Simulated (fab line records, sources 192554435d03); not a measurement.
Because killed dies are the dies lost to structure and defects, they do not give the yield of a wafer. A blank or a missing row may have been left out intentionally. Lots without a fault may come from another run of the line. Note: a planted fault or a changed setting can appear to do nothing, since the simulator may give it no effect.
Chamber matching -- flow n5Finfet -- 4 sister chambers for N5_DUMMY_GATE_ETCH_32 on rieSi-01
The step etches SiO2 in CF4, target depth 3.5 nm, time 3.9 s. 8 wafers are shown with their chamber, then 9 later ones without.

WAFERS, EACH WITH ITS CHAMBER
wafer,chamber,throttleValvePct (%),oesProductAu (a.u.)
L077.6,1,21.96,1.009
L078.4,2,21.80,1.002
L081.2,1,21.96,1.003
L082.4,3,21.71,1.027
L082.6,3,21.72,1.029
L084.1,2,21.78,0.999
L084.4,0,21.71,1.015
L084.6,0,21.70,1.007

WAFERS WITH NO CHAMBER GIVEN
wafer,throttleValvePct (%),oesProductAu (a.u.)
L085.1,21.71,1.033
L085.2,21.82,1.013
L085.3,21.71,1.014
L087.2,21.96,1.005
L087.3,21.72,1.021
L087.4,21.80,1.006
L092.1,21.71,1.048
L092.3,21.71,1.008
L092.4,21.79,1.007

WHICH CHAMBER EACH ONE RAN IN
wafer,from the rows above,in truth
L085.1,3,3
L085.2,2,2
L085.3,0,0
L087.2,1,1
L087.3,can't be placed: 3 or 0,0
L087.4,2,2
L092.1,3,3
L092.3,0,0
L092.4,2,2
Correct placement for 8 of the 9. Cannot be placed on the basis of these rows: 1; the candidates contain the true chamber in 1. 0 placed wrongly.
How it was worked out, from the rows above alone: a wafer's distance from a chamber is the root of the sum, over the readings, of the square of ((its reading less the chamber's mean) divided by the reading's scatter). If the next closest chamber is less than 2 further off than the closest, the wafer can't be placed; otherwise it belongs to the closest. Each chamber's mean is taken over the wafers shown for it. The scatter: take each reading less its chamber's mean, square it, sum over the shown wafers, divide by the number of wafers less the number of chambers, and take the root.
